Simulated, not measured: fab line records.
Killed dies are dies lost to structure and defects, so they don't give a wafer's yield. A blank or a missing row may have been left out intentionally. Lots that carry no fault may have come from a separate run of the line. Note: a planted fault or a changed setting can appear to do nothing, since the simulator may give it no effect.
Chamber matching -- flow n5 finfet -- N5_SD_EPI_P_DESCUM_14 on rie diel-03: 4 sister chambers
The step chemistry O2, time 7.9 s. 4 wafers are shown with their chamber, then 12 later ones without.

## WAFERS, EACH WITH ITS CHAMBER
wafer,chamber,drypump motor current A (A)
L087.1,3,5.7
L087.4,0,6.2
L090.1,2,6.6
L090.5,1,5.7

## WAFERS WITH NO CHAMBER GIVEN
wafer,drypump motor current A (A)
L091.2,5.7
L091.4,6.6
L091.6,5.7
L092.2,5.8
L092.4,5.7
L092.6,5.7
L093.2,5.7
L093.3,6.6
L093.5,6.6
L096.2,5.7
L096.4,6.6
L096.6,5.7

## THE CHAMBER EACH PASSED THROUGH
wafer,from the rows above,in truth
L091.2,can't be placed: 1 or 3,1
L091.4,2,2
L091.6,can't be placed: 1 or 3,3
L092.2,can't be placed: 1 or 3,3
L092.4,can't be placed: 1 or 3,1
L092.6,can't be placed: 1 or 3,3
L093.2,can't be placed: 1 or 3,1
L093.3,2,2
L093.5,2,2
L096.2,can't be placed: 1 or 3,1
L096.4,2,2
L096.6,can't be placed: 1 or 3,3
Placed correctly: 4 of 12. Can't be placed from these rows: 8 (the true chamber is among the candidates in 8). Number placed wrongly: 0.
How it was worked out, from the rows above alone: a wafer's distance from a chamber is the root of the sum, over the readings, of the square of ((its reading less the chamber's mean) divided by the reading's scatter). If the next closest chamber is less than 2 further off than the closest, the wafer can't be placed; otherwise it belongs to the closest. The mean given for a chamber averages the wafers shown for that chamber. The scatter: with one shown wafer a chamber, the root of the mean of the squares of how far each hidden wafer lies from its nearest shown one.
